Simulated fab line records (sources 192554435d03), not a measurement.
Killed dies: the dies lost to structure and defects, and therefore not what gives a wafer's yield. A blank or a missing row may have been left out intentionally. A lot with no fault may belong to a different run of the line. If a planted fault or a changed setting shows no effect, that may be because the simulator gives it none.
Struck lot and sound lot, side by side    flow n5 finfet    44 steps out of a route of 1938
Sound: wafers L414.1, L414.4, L414.6. Wafers L422.2, L422.5, L422.6 were the ones struck. Last of all comes the cause.
Each step with rows lists, per side, the tool, then ch with its chambers, then its first start. Under that, the readings that differ: sound wafers    struck wafers    difference of the means    sigmas: that difference in standard deviations of wafers without a fault.
alike: readings whose means differ by less than 2 such deviations, and words and numbers that are the same on both sides. not compared: withheld readings, readings that some wafer has no value for, bounds like >300 that may hide the same value, and numbers for which the record gives no deviation and whose values overlap.
Wherever a step has rows on one side only, a row that says differs or no value, or a row with sigmas, the two part there. When numbers do not overlap yet have no deviation, they are printed without sigmas and do not part them. A reading missing from all wafers of one side parts the sides only when that side holds two or more wafers.

first, 11 steps without rows for these wafers: N5_BEOL_M4_DESCUM_33 (chemistry O2, time 7 s); N5_BEOL_M4_ETCH_77 (etches underlayer in N2/H2, target depth 6.5 nm, time 5.2 s); N5_BEOL_M4_ETCH_69 (etches SiARC in CF4, target depth 15.6 nm, time 26 s); N5_BEOL_M4_ALD_98 (deposits SiO2, target thk 2.5 nm, pulse time 1 s, co reactant pulse time 1 s); N5_BEOL_M4_ETCHBACK_99 (etches SiO2 in CHF3, target depth 5 nm, time 10.4 s); N5_BEOL_M4_ETCH_70 (etches SOC in N2/H2, target depth 80 nm, overetch 24 nm, time 130 s); N5_BEOL_M4_STRIP_71 (strips in N2/H2); N5_BEOL_M4_STRIP_78 (strips in N2/H2); N5_BEOL_M4_VIA_ETCH_34 (etches the open film in C4F6/O2, target depth 69.4 nm, time 65.9 s); N5_BEOL_M4_STRIP_83 (strips in C4F6/O2); N5_BEOL_M4_STRIP_36 (strips in N2/H2).
N5_BEOL_M4_TRENCH_ETCH_37: etches SiOC in C4F6/O2, target depth 55.555 nm, time 29.2 s.
  sound on rie diel-02 ch 2,3, day 8 13:14; struck on rie diel-02 ch 2,3, day 10 13:12
reading                              sound              struck             difference  sigmas
rf fwd power W (W)                   353.8 349.3 351.0  265.0 265.5 263.7  -86.6       -48
rf vpp V (V)                         655 673 672        774 774 755        +101        +9
model.BEOL_M4.feature depth nm (nm)  56.2 55.6 55.8     50.4 50.6 50.8     -5.3        
model.etch.depth nm (nm)             56.11 55.61 55.74  50.42 50.65 50.84  -5.18       
  alike: bias w, drypump motor current A, mfc ar sccm, oes product au, showerhead plenum p Torr, throttle valve pct
  not compared: rf hours counter h
then, 2 steps without rows for these wafers: N5_BEOL_M4_ETCH_41 (etches SiCN in CH3F/O2, target depth 29.9 nm, time 52.5 s); N5_BEOL_M4_STRIP_97 (strips in N2/H2, time 10 s).
N5_BEOL_M4_OCD_MEAS_38:
  sound on ocd-01 at day 8 13:23; struck on ocd-02 at day 10 13:21
reading               sound           struck          difference  sigmas
trench depth nm (nm)  56.0 55.8 55.6  51.0 50.6 50.6  -5.1        -5
then, 25 steps without rows for these wafers: N5_BEOL_M4_HM_STRIP_39 (strips TiN in peroxide tin strip, target depth 25 nm, time 158 s); N5_BEOL_M4_SRD_40 (time 30 s); N5_BEOL_M4_PRECLEAN_42 (cleans in residue remover, time 60 s); N5_BEOL_M4_SRD_43 (time 30 s); N5_BEOL_M4_DEGAS_44 (time 60 s); N5_BEOL_M4_PRE_CLEAN_45 (time 30 s); N5_BEOL_M4_ALD_84 (deposits TaN, pulse time 2 s, purge time 3 s, co reactant purge time 2 s); N5_BEOL_M4_SURFACE_TREAT_85; N5_BEOL_M4_CVD_47 (deposits Co from CCTBA/H2, target thk 3 nm, time 223.8 s); N5_BEOL_M4_SPUTTER_48 (material Cu, target thk 4.5 nm, time 8.29 s); N5_BEOL_M4_ANNEAL_49 (time 240 s); N5_BEOL_M4_SPUTTER_79 (material Cu, target thk 4.5 nm, time 8.29 s); N5_BEOL_M4_ANNEAL_80 (time 240 s); N5_BEOL_M4_SPUTTER_81 (material Cu, target thk 4.5 nm, time 8.29 s); N5_BEOL_M4_ANNEAL_82 (time 240 s); N5_BEOL_M4_SPUTTER_86 (material Cu, target thk 4.5 nm, time 8.29 s); N5_BEOL_M4_ANNEAL_87 (time 240 s); N5_BEOL_M4_SPUTTER_88 (material Cu, target thk 4.5 nm, time 8.29 s); N5_BEOL_M4_ANNEAL_89 (time 240 s); N5_BEOL_M4_SPUTTER_90 (material Cu, target thk 4.5 nm, time 8.29 s); N5_BEOL_M4_ANNEAL_91 (time 240 s); N5_BEOL_M4_SPUTTER_92 (material Cu, target thk 4.5 nm, time 8.29 s); N5_BEOL_M4_ANNEAL_93 (time 240 s); N5_BEOL_M4_SPUTTER_94 (material Cu, target thk 4.5 nm, time 8.29 s); N5_BEOL_M4_ANNEAL_95 (time 240 s).
N5_BEOL_M4_CMP_52: polishes, stops on SiOC, t overpolish 6.8 s, target thk 40 nm.
  sound on cmp-03 ch 0,2, day 8 17:02; struck on cmp-04 ch 0,1,3, day 10 17:49
reading                                 sound           struck        difference  sigmas
model.Cu_of_BEOL_M4_ECD_50.thk nm (nm)  40.6 40.8 40.4  34.4 35 35.6  -5.6        
  alike: barrier field endpoint s, motor current A, overpolish run s, retaining ring pressure frac, time to endpoint s
N5_BEOL_M4_THK_MEAS_53: measures by xrf.
  sound on film metro-01 at day 8 17:20; struck on film metro-01 at day 10 18:00
reading      sound           struck          difference  sigmas
M4_THK (nm)  41.2 41.5 41.1  34.7 35.4 35.7  -6.0        -4
N5_BEOL_M4_RS_MEAS_58: uses a four-point probe to measure.
  sound on film metro-01 at day 8 17:36; struck on film metro-02 at day 10 18:16
reading         sound           struck          difference  sigmas
M4_RS (ohm/sq)  0.66 0.65 0.66  0.81 0.79 0.78  +0.14       +4
N5_BEOL_M4_RC_MEAS_101:
  sound on prober-02 ch 0, day 8 17:39; struck on prober-02 ch 0, day 10 18:28
  alike: DIBL_N, DIBL_P, IOFF_N, IOFF_P, ION_N, ION_P, SS_N, SS_P, VT_N, VT_P

== WHERE THEY PART ==
At N5_BEOL_M4_TRENCH_ETCH_37 first; at N5_BEOL_M4_RS_MEAS_58 last (within this record only). Later steps at which nothing parts them and some readings are alike: N5_BEOL_M4_RC_MEAS_101.

WHY: the cause the simulator had injected
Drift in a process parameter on rie diel-02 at N5_BEOL_M4_TRENCH_ETCH_37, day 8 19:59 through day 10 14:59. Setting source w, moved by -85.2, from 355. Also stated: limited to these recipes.
